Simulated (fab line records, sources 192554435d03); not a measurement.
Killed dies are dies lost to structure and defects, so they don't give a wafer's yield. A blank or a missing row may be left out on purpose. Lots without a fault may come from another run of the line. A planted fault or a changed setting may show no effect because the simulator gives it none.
Problem report in the 8D (eight disciplines) form, filled by code | flow n5_finfet | the parts of the form that need people (team, actions taken, sign-off) are left out

1. THE PROBLEM
spin_speed_rpm at N5_BEOL_M6_COAT_59 reads a mean of 1569.1 rpm on 6 wafers of 2 lots; wafers without a fault read 1500.1 rpm with a standard deviation of 0.99. That is +70 standard deviations from the usual mean.
The step: time 60 s, resist thk 100 nm.
First seen on wafer L784.2, day 12 06:58, on litho_track-01. The record holds 35 wafers of 12 lots with a number at this step. Rule for "out", or "out of limits": more than 4 standard deviations from the usual mean. The other wafers with a number count as sound.

2. WHAT IT IS AND WHAT IT IS NOT
question                    | is                     | is not
which readings at this step | spin_speed_rpm         | chill_plate_temp_C
which lots                  | L784, L788             | L769, L770, L771, L772, L774, L775, L777, L780, L786, L791
which wafers of those lots  | all that have a number | -
read on which tools         | litho_track-01         | litho_track-02, litho_track-05
when                        | from day 12 06:58      | up to then (23 sound wafers); but 6 sound wafers of L786, L791 came after

3. SUSPECTS, AND WHAT RULES EACH OUT
Counting: a tool at a process step up to the reading stays a suspect if it ran every lot that is out and no sound lot after the first of them.
- pvd_sputter-01 at N5_BEOL_M5_SPUTTER_88 (material Cu, target thk 15 nm, time 27.62 s): ruled out as a lasting fault. Sound lots L791 ran on it after its first lot that is out, L784 (day 12 02:50).
- uv_cure-02 at N5_BEOL_M6_CURE_74 (cures SiCOH lowk, time 240 s): kept. It ran every lot that is out, first L784 (day 12 05:33), and no sound lot after that; its last sound lot up to then is L777 (day 11 11:47).
- litho_track-01 at N5_BEOL_M6_COAT_59 (time 60 s, resist thk 100 nm): kept. It ran every lot that is out, first L784 (day 12 06:58), and no sound lot after that; its last sound lot up to then is L780 (day 11 18:48). Its own readings are out on those wafers: spin_speed_rpm.
Left after counting: uv_cure-02 at N5_BEOL_M6_CURE_74, litho_track-01 at N5_BEOL_M6_COAT_59.

4. THE CAUSE (what the simulator had put in)
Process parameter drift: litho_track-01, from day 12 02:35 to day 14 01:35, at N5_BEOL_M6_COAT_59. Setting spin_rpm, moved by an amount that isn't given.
Counting left 2 suspects, and this tool is among them.

5. THE CHAIN OF EFFECTS, in route order
Each row: a reading whose mean over the struck wafers that have a number lies more than 3 standard deviations from the usual. Only readings for which the record gives a usual standard deviation are gone through. hours: the time from each lot's start at the first step in this table that gives one to its start at this step, as a median over the lots. sigmas: the change in usual standard deviations.
hours | step               | reading        | usual      | on struck wafers | change | sigmas
0     | N5_BEOL_M6_COAT_59 | spin_speed_rpm | 1500.1 rpm | 1569.1           | +69.0  | +70
The process steps in it:
- N5_BEOL_M6_COAT_59: time 60 s, resist thk 100 nm.

6. WHAT WOULD HAVE CAUGHT IT SOONER
In this record the first reading out of limits was taken at day 12 06:58, 4 hours after the fault began at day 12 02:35.
